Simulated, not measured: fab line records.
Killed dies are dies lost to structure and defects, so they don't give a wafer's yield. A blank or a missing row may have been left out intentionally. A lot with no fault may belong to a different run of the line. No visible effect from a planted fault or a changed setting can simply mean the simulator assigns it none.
Chamber matching | flow n5Finfet | cmp-02 running N5_BEOL_M15_CMP_49: 4 sister chambers
The step polishes, stops on SiO2, t overpolish 4.9 s, target thk 850 nm. 24 wafers are shown with their chamber, then 12 later ones without.

== WAFERS WITH THEIR CHAMBER ==
wafer  | chamber | motorCurrentA (A) | barrierFieldEndpointS (s) | clearingPlatenDownForcePsi (psi)
L075.1 | 3       | 8.8               | 11.32                     | 2.007
L075.2 | 1       | 8.0               | 11.35                     | 2.001
L075.6 | 2       | 8.7               | 11.50                     | 2.004
L078.2 | 2       | 8.8               | 11.11                     | 2.002
L078.3 | 0       | 7.6               | 11.04                     | 1.995
L078.6 | 2       | 8.6               | 11.53                     | 2.001
L077.4 | 0       | 7.4               | 11.00                     | 1.999
L077.5 | 0       | 7.6               | 11.01                     | 1.999
L077.6 | 1       | 7.6               | 10.99                     | 1.993
L079.1 | 2       | 9.0               | 11.24                     | 1.994
L079.4 | 1       | 8.0               | 11.01                     | 2.001
L079.6 | 2       | 8.7               | 11.55                     | 1.997
L083.2 | 1       | 7.9               | 11.08                     | 2.001
L083.3 | 2       | 9.7               | 11.71                     | 2.000
L083.6 | 2       | 9.2               | 11.97                     | 1.996
L086.2 | 3       | 8.6               | 11.30                     | 2.004
L086.4 | 2       | 9.1               | 11.64                     | 1.999
L086.5 | 3       | 9.2               | 11.60                     | 1.996
L090.2 | 2       | 8.8               | 11.97                     | 1.989
L090.4 | 3       | 8.9               | 11.54                     | 2.000
L090.6 | 0       | 7.8               | 11.52                     | 1.995
L091.2 | 1       | 7.8               | 11.41                     | 1.999
L091.5 | 3       | 8.9               | 11.37                     | 2.001
L091.6 | 2       | 9.1               | 11.80                     | 1.997

SIGNATURES (averages over the wafers above)
reading                    | chamber 0 | chamber 1 | chamber 2 | chamber 3 | scatter within a chamber
motorCurrentA              | 7.600     | 7.860     | 8.970     | 8.880     | 0.259
barrierFieldEndpointS      | 11.1425   | 11.1680   | 11.6020   | 11.4260   | 0.238
clearingPlatenDownForcePsi | 1.99700   | 1.99900   | 1.99790   | 2.00160   | 0.00389
Rule: for a wafer and a chamber, the distance is found by dividing, reading by reading, the gap between the wafer's reading and the chamber's mean by the reading's scatter, squaring, summing and taking the root. The wafer belongs to the nearest chamber; if the next one is less than 2 further off, it can't be placed. How the scatter is found: for the shown wafers, subtract from each reading the mean of its chamber, square and add these, divide the total by (wafers less chambers), then take the root.

== WAFERS WHOSE CHAMBER IS MISSING ==
wafer  | motorCurrentA (A) | barrierFieldEndpointS (s) | clearingPlatenDownForcePsi (psi)
L088.2 | 8.4               | 11.34                     | 2.008
L088.3 | 8.7               | 11.25                     | 1.998
L088.6 | 7.6               | 11.04                     | 2.004
L093.2 | 8.0               | 11.16                     | 2.006
L093.4 | 7.6               | 10.94                     | 2.003
L093.6 | 7.5               | 11.04                     | 2.007
L096.2 | 8.3               | 11.26                     | 2.000
L096.5 | 8.7               | 11.68                     | 1.999
L096.6 | 8.0               | 11.43                     | 1.999
L097.1 | 7.8               | 11.00                     | 2.000
L097.5 | 8.1               | 10.97                     | 2.000
L097.6 | 7.7               | 10.82                     | 1.998

== EACH ONE'S CHAMBER ==
wafer  | from the rows above               | in truth
L088.2 | can't be placed: 3 or 1 or 2 or 0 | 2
L088.3 | can't be placed: 3 or 2 or 1      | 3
L088.6 | can't be placed: 1 or 0           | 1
L093.2 | can't be placed: 1 or 0 or 3      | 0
L093.4 | can't be placed: 1 or 0           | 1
L093.6 | can't be placed: 1 or 0           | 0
L096.2 | can't be placed: 1 or 3 or 0 or 2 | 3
L096.5 | can't be placed: 2 or 3           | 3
L096.6 | can't be placed: 1 or 0           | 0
L097.1 | can't be placed: 1 or 0           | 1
L097.5 | can't be placed: 1 or 0           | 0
L097.6 | can't be placed: 0 or 1           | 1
Correctly placed: 0 of 12. Can't be placed from these rows: 12 (the true chamber is among the candidates in 12). Placed wrongly: 0.
